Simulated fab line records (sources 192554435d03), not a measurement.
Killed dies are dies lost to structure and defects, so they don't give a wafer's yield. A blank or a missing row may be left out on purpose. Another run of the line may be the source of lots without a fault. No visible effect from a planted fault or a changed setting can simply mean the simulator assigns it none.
The tool behind it: which one?    flow n5_finfet    Sampling: 11 lots, 31 wafers, 5 of 1938 route steps

## WHAT THE GAUGES READ, wafer by wafer
N5_ZERO_LAYER_CD_MEAS_11: target cd 2000 nm. Usual: cd_nm reads 1999.1 nm (standard deviation 1.9).
lot   measured     on         cd_nm (nm)            flag
L305  day 1 12:40  cd_sem-01  1997.6 2001.0 2000.7  
L307  day 2 00:38  cd_sem-03  2000.4 2003.1 2001.2  
L308  day 2 06:40  cd_sem-02  1998.6 1997.7 2000.2  
L309  day 2 12:46  cd_sem-01  1998.8 1998.2         
L311  day 3 00:40  cd_sem-01  1998.7 2001.2         
L312  day 3 06:40  cd_sem-01  1999.1 2002.7 1999.2  
L316  day 4 06:46  cd_sem-03  1996.4 1998.1 1996.7  
L318  day 4 18:46  cd_sem-02  2001.0 1999.4 2005.4  
L323  day 6 01:07  cd_sem-01  1994.6 1992.8 1996.5  
L324  day 6 06:57  cd_sem-03  2000.4 2000.4 1999.2  
L326  day 6 18:46  cd_sem-01  2000.2 1998.2 1997.6  

N5_WELL_APT_OVL_MEAS_09. Usual: NWELL_OVL 4 nm, standard deviation 6.7.
lot   measured     on          NWELL_OVL (nm)  flag
L305  day 1 13:38  overlay-02  -3 6 6          
L307  day 2 01:37  overlay-02  -5 11 1         
L308  day 2 07:37  overlay-02  4 6 5           
L309  day 2 13:43  overlay-01  0 -5            
L311  day 3 01:53  overlay-02  2 4             
L312  day 3 07:37  overlay-02  -2 -2 -11       
L316  day 4 07:50  overlay-01  1 5 5           
L318  day 4 19:43  overlay-01  -2 2 1          
L323  day 6 02:11  overlay-02  -1 -6 -9        
L324  day 6 08:13  overlay-01  2 3 6           
L326  day 6 19:58  overlay-02  14 7 14         

N5_BEOL_M4_RC_MEAS_101. Usual: DIBL_N 36.4 mV/V, standard deviation 1.9; DIBL_P 35.8 mV/V, standard deviation 2.1; IOFF_N 0.158 nA/um, standard deviation 0.029; IOFF_P 0.21 nA/um, standard deviation 0.035; ION_N 676 uA/um, standard deviation 14; ION_P 465 uA/um, standard deviation 9.7; RS_NWELL 1038 ohm/sq, standard deviation 6.5; SS_N 71.5 mV/dec, standard deviation 0.66; SS_P 73.4 mV/dec, standard deviation 0.7; VT_N 249.8 mV, standard deviation 3; VT_P -250 mV, standard deviation 3.3.
lot   measured      on         DIBL_N (mV/V)   DIBL_P (mV/V)   IOFF_N (nA/um)     IOFF_P (nA/um)  ION_N (uA/um)  ION_P (uA/um)  RS_NWELL (ohm/sq)  SS_N (mV/dec)   SS_P (mV/dec)   VT_N (mV)          VT_P (mV)       flag
L305  day 9 10:20   prober-01  38.5 37.8 37.9  39.9 36.8 37.4  0.219 0.196 0.190  0.27 0.21 0.21  677 677 665    463 455 452    1039 1034 1037     71.9 72.8 72.8  75.0 73.8 74.1  242.7 249.7 250.0  -249 -251 -253  
L307  day 9 10:26   prober-02  38.1 37.7 35.1  37.1 36.5 33.8  0.194 0.180 0.139  0.26 0.25 0.21  698 703 691    479 489 482    1041 1033 1043     71.5 71.7 70.8  73.5 73.9 72.7  243.8 246.4 249.2  -245 -247 -247  
L308  day 9 17:47   prober-01  37.6 35.9 36.8  38.6 36.5 36.9  0.163 0.137 0.157  0.19 0.17 0.17  661 650 659    446 443 446    1037 1036 1029     70.9 71.0 71.7  73.8 73.6 73.1  250.5 253.8 250.6  -253 -256 -257  
L309  day 9 19:14   prober-02  38.7 37.0       39.5 37.7       0.200 0.170        0.23 0.21       693 694        465 473        1041 1048          72.1 71.2       74.2 73.7       246.4 248.1        -250 -253       
L311  day 10 17:08  prober-02  37.6 38.4       35.5 36.2       0.155 0.171        0.22 0.22       688 690        474 471        1043 1047          70.3 71.1       73.1 73.4       249.2 250.3        -248 -246       
L312  day 10 17:44  prober-01  37.8 37.5 35.5  37.2 37.2 34.2  0.177 0.171 0.135  0.26 0.26 0.20  676 676 667    473 471 465    1038 1050 1041     71.2 71.5 70.9  73.9 74.0 73.1  248.1 248.2 252.9  -248 -246 -250  
L316  day 11 21:34  prober-01  38.9 38.0 41.7  37.3 35.8 40.5  0.190 0.161 0.228  0.27 0.22 0.31  707 687 708    484 470 482    1039 1034 1035     71.1 71.3 72.0  73.9 73.3 74.9  243.9 248.4 242.3  -243 -249 -244  
L318  day 12 22:19  prober-01  36.3 35.3 37.1  36.4 35.0 36.8  0.150 0.140 0.162  0.20 0.18 0.21  664 671 683    454 454 460    996 998 994        71.9 71.2 71.9  73.8 72.8 73.5  249.2 251.6 251.9  -253 -254 -253  OFF
L323  day 13 18:32  prober-02  35.8 35.2 34.1  34.8 34.1 31.6  0.155 0.142 0.117  0.21 0.19 0.16  671 666 656    469 459 448    1046 1035 1034     71.1 71.3 71.0  73.4 73.4 72.0  250.0 251.1 250.5  -249 -248 -251  
L324  day 14 12:35  prober-02  37.4 34.5 38.1  37.4 32.9 38.2  0.166 0.117 0.185  0.20 0.15 0.22  686 664 688    465 452 465    1000 993 998       72.2 71.0 71.3  73.7 72.8 73.6  249.1 253.6 248.7  -254 -256 -253  OFF
L326  day 14 17:02  prober-01  36.4 37.4 35.7  37.0 37.0 35.5  0.159 0.168 0.139  0.23 0.22 0.21  691 676 679    473 466 472    1032 1041 1032     70.7 71.6 71.5  73.3 73.9 73.3  250.1 248.1 253.4  -250 -250 -250  

## WHAT TOOL EACH LOT RAN ON (gives the tool, then ch and the chambers of the sampled wafers, and finally the start)
lot   N5_WELL_APT_IMPLANT_14          N5_WELL_APT_EPI_41
L305  implanter-01 ch 0, day 1 13:47  epi_rpcvd-03 ch 0, day 1 16:02
L307  implanter-01 ch 0, day 2 01:49  epi_rpcvd-02 ch 0, day 2 04:55
L308  implanter-02 ch 0, day 2 08:45  epi_rpcvd-01 ch 0, day 2 11:40
L309  implanter-01 ch 0, day 2 13:56  epi_rpcvd-02 ch 0, day 2 16:05
L311  implanter-02 ch 0, day 3 02:02  epi_rpcvd-03 ch 0, day 3 04:29
L312  implanter-02 ch 0, day 3 08:04  epi_rpcvd-02 ch 0, day 3 10:17
L316  implanter-02 ch 0, day 4 08:04  epi_rpcvd-03 ch 0, day 4 10:39
L318  implanter-02 ch 0, day 4 19:54  epi_rpcvd-01 ch 0, day 4 22:19
L323  implanter-01 ch 0, day 6 02:22  epi_rpcvd-02 ch 0, day 6 04:40
L324  implanter-02 ch 0, day 6 08:22  epi_rpcvd-01 ch 0, day 6 10:41
L326  implanter-01 ch 0, day 6 20:08  epi_rpcvd-02 ch 0, day 6 22:10
- N5_WELL_APT_IMPLANT_14
- N5_WELL_APT_EPI_41: deposits Si from SiH4/H2, target thk 50 nm, time 297.7 s.

## WHAT THE TOOLS THEMSELVES READ (means of the sampled wafers that have a number; where no wafer has one, the mark that the record gives instead)
N5_WELL_APT_IMPLANT_14. Usual: beam_on_s 10.00 s, standard deviation 0.21; dose_ions_cm2 1.4999e+13, standard deviation 1.7e+10; faraday_current_uA 190, standard deviation 3.8; tilt_deg 0.001 degrees, standard deviation 0.022.
lot   tool          beam_on_s (s)  dose_ions_cm2  faraday_current_uA  tilt_deg (degrees)  flag
L305  implanter-01  10.21          1.4976e+13     187                 -0.011              
L307  implanter-01  9.88           1.4999e+13     192                 0.028               
L308  implanter-02  10.00          1.5021e+13     191                 -0.004              
L309  implanter-01  9.82           1.5002e+13     194                 0.004               
L311  implanter-02  10.09          1.5010e+13     188                 0.013               
L312  implanter-02  9.78           1.5000e+13     195                 0.018               
L316  implanter-02  9.88           1.4992e+13     193                 0.040               
L318  implanter-02  9.76           1.6219e+13     211                 -0.013              OFF
L323  implanter-01  9.95           1.4996e+13     192                 -0.010              
L324  implanter-02  10.04          1.6201e+13     205                 -0.017              OFF
L326  implanter-01  9.99           1.5020e+13     191                 0.007               

N5_WELL_APT_EPI_41. Usual: throttle_valve_pct reads 11.78 % (standard deviation 0.3).
lot   tool          throttle_valve_pct (%)  flag
L305  epi_rpcvd-03  11.40                   
L307  epi_rpcvd-02  11.71                   
L308  epi_rpcvd-01  12.04                   
L309  epi_rpcvd-02  11.75                   
L311  epi_rpcvd-03  11.42                   
L312  epi_rpcvd-02  11.85                   
L316  epi_rpcvd-03  11.51                   
L318  epi_rpcvd-01  12.09                   
L323  epi_rpcvd-02  11.68                   
L324  epi_rpcvd-01  11.93                   
L326  epi_rpcvd-02  11.76                   

## THE ANSWER, worked out from the rows above alone
Rule: a lot is off if the mean of its wafers that have a number lies more than 3 standard deviations from the usual mean. A lot without any number at a reading at which 4 lots or more have one is off too. Any other lot the step has rows for is counted as sound. After the gauges, taken in route order, come the tools' own readings; for these a lot's mean is taken, as printed above. The first step at which some lot is off is used, and at that step the reading that is off furthest; a lot without a number counts as furthest.
Off: at N5_BEOL_M4_RC_MEAS_101 (RS_NWELL), L318, L324.
A tool fits if, at a process step before that reading, it ran every lot that is off, and no sound lot after the first of them. Not tried: the gauges at N5_BEOL_M4_RC_MEAS_101; whatever is off there is also off at N5_WELL_APT_IMPLANT_14, on other tools, and gauge error can't account for it. This does not decide it: 2 tools fit, namely implanter-02 at N5_WELL_APT_IMPLANT_14 and epi_rpcvd-01 at N5_WELL_APT_EPI_41.

## WHAT HAD BEEN PUT IN BY THE SIMULATOR
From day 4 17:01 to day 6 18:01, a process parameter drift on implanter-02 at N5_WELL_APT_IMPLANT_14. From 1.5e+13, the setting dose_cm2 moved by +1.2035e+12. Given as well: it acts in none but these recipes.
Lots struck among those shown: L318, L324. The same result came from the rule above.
